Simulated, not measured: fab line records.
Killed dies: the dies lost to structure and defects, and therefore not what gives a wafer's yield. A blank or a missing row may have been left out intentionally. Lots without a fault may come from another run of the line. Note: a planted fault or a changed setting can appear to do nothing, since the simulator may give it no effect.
Chamber matching :: flow n5 finfet :: N5_BEOL_M12_ETCH_59 on rie diel-01: 4 sister chambers
The step etches BARC in N2/H2, target depth 89 nm, overetch 26.7 nm, time 67.9 s. 7 wafers are shown with their chamber, then 8 later ones without.

## WAFERS, EACH WITH ITS CHAMBER
wafer: L078.2
chamber: 0
throttle valve pct (%): 17.43
drypump motor current A (A): 5.5

wafer: L081.3
chamber: 3
throttle valve pct (%): 18.14
drypump motor current A (A): 5.8

wafer: L081.5
chamber: 2
throttle valve pct (%): 17.42
drypump motor current A (A): 5.8

wafer: L088.2
chamber: 2
throttle valve pct (%): 17.46
drypump motor current A (A): 5.9

wafer: L088.3
chamber: 0
throttle valve pct (%): 17.43
drypump motor current A (A): 5.5

wafer: L088.6
chamber: 1
throttle valve pct (%): 17.88
drypump motor current A (A): 6.1

wafer: L089.1
chamber: 1
throttle valve pct (%): 17.89
drypump motor current A (A): 6.0

## WAFERS MISSING THEIR CHAMBER
wafer: L089.2
throttle valve pct (%): 18.15
drypump motor current A (A): 5.7

wafer: L089.4
throttle valve pct (%): 17.45
drypump motor current A (A): 5.5

wafer: L092.3
throttle valve pct (%): 18.20
drypump motor current A (A): 5.7

wafer: L092.4
throttle valve pct (%): 17.46
drypump motor current A (A): 5.5

wafer: L092.5
throttle valve pct (%): 17.92
drypump motor current A (A): 6.0

wafer: L095.3
throttle valve pct (%): 17.48
drypump motor current A (A): 5.9

wafer: L095.4
throttle valve pct (%): 17.47
drypump motor current A (A): 5.5

wafer: L095.5
throttle valve pct (%): 17.90
drypump motor current A (A): 6.1

## CHAMBER TAKEN BY EACH
wafer: L089.2
from the rows above: 3
in truth: 3

wafer: L089.4
from the rows above: 0
in truth: 0

wafer: L092.3
from the rows above: 3
in truth: 3

wafer: L092.4
from the rows above: 0
in truth: 0

wafer: L092.5
from the rows above: 1
in truth: 1

wafer: L095.3
from the rows above: 2
in truth: 2

wafer: L095.4
from the rows above: 0
in truth: 0

wafer: L095.5
from the rows above: 1
in truth: 1
8 of 8 placed correctly. Number that these rows cannot place: 0. Wrongly placed: 0.
How it was worked out, from the rows above alone: a wafer's distance from a chamber is the root of the sum, over the readings, of the square of ((its reading less the chamber's mean) divided by the reading's scatter). The wafer belongs to the nearest chamber; if the next one is less than 2 further off, it can't be placed. For every chamber, the mean is computed from those of its wafers that are shown. The scatter is the square root of a quotient: the sum, over the shown wafers, of each reading's squared deviation from its chamber's mean, divided by wafers minus chambers.
